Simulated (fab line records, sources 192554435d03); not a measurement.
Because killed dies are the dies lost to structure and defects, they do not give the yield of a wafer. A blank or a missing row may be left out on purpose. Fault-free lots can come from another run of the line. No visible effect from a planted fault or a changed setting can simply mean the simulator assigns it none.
Split-lot experiment -- flow n5-finfet -- route with 1938 steps; 7 lots, 21 wafers read

== THE SPLIT ==
At N5_WELL_APT_PEB_06 (peb time 90 s), the setting peb-temp-c was moved away from the recipe's 130 C on 8 of the 21 wafers read, by -2.7% to +1.2%. For the rest of the wafers, this setting stayed at what the recipe calls for.

== FROM THE SPLIT TO THE READING: what the file shows between them, 2 steps ==
- N5_WELL_APT_DEVELOP_07: develop time 45 s (also split here: develop-time-s)
- N5_WELL_APT_HARDBAKE_12: time 120 s

== THE READING ==
At N5_WELL_APT_CD_MEAS_08: cd-nm in nanometres, against a target cd of 200 nm. Fault-free wafers of this fab line usually give 199.9 nm, standard deviation 1.2 nm.

wafer,"tool, chamber at the split","peb-temp-c as run, C",against the recipe,"cd-nm, nm",against lot-mates on the recipe
L079.1,"litho-track-05, 0",130,recipe,200.0,-
L079.4,"litho-track-05, 0",130,recipe,198.5,-
L079.6,"litho-track-05, 0",130,recipe,200.6,-
L080.2,"litho-track-05, 0",126.5,-2.7%,182.4,-19.0
L080.3,"litho-track-05, 0",130,recipe,201.4,-
L080.6,"litho-track-05, 0",126.5,-2.7%,183.6,-17.8
L083.2,"litho-track-01, 0",130,recipe,202.4,-
L083.3,"litho-track-01, 0",128.2,-1.4%,192.2,-8.5
L083.4,"litho-track-01, 0",130,recipe,199.0,-
L086.4,"litho-track-01, 0",130,recipe,199.8,-
L086.5,"litho-track-01, 0",130,recipe,198.8,-
L086.6,"litho-track-01, 0",131.5,+1.2%,206.5,+7.2
L088.1,"litho-track-05, 0",129.1,-0.7%,195.2,-4.1
L088.4,"litho-track-05, 0",129.1,-0.7%,195.9,-3.4
L088.6,"litho-track-05, 0",130,recipe,199.3,-
L089.4,"litho-track-01, 0",130,recipe,197.1,-
L089.5,"litho-track-01, 0",127.9,-1.6%,184.6,-13.1
L089.6,"litho-track-01, 0",130,recipe,198.3,-
L094.2,"litho-track-05, 0",130,recipe,199.3,-
L094.3,"litho-track-05, 0",130,recipe,201.2,-
L094.6,"litho-track-05, 0",126.5,-2.7%,182.6,-17.7

THE FIT
A straight line over all 21 wafers: cd-nm changes by +6.41 nm for each +1% of peb-temp-c; r = +0.97; the points scatter about the line by 1.6 nm.
The same after taking each lot's own level away (the mean of its wafers on the recipe; 21 wafers): +6.76 nm for each +1%; r = +0.99; scatter 1 nm.
On that fit, the largest move of peb-temp-c shifts the reading by 18 nm.
The span of the lots' own levels, 197.70 to 201.40 nm, comes to 3.1 times the standard deviation stated above.
Consequently the slope shifts little with the lot-to-lot level, the two slopes agreeing.
Check: with one of the wafers moved furthest among these (-2.7%) left out of the fit, the line predicts -17.9 nm for it against its lot-mates. Against them it came out at -19 nm.

== OTHER SPLITS ON THESE WAFERS ==
Other splits were also applied to these wafers ahead of the reading. Each is held against what the fit with the lots' levels taken away leaves over:
other split on the same wafers,wafers away from the commonest value,r with cd-nm (lot level and that fit taken away)
N5_ZERO_LAYER_PECVD_02 time-s,7,-0.26
N5_WELL_APT_DEVELOP_07 develop-time-s,8,+0.40

== THE WHOLE CHAIN: every reading that the file lists as answering this split, in the file's order ==
step,what it does,reading,change (the file's fit),r (the file's)
N5_WELL_APT_CD_MEAS_08,target cd 200 nm,cd-nm,+6.77 nm for each +1% of the setting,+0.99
N5_WELL_APT_DESCUM_13,"chemistry O2, time 7.9 s","WELL_APT.cd-nm (the simulator's own value, which no gauge read)",+6.79 nm for each +1% of the setting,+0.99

== THE FILE'S OWN FIT ==
cd-nm changes by +6.77 nm for each +1% of peb-temp-c, r = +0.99.
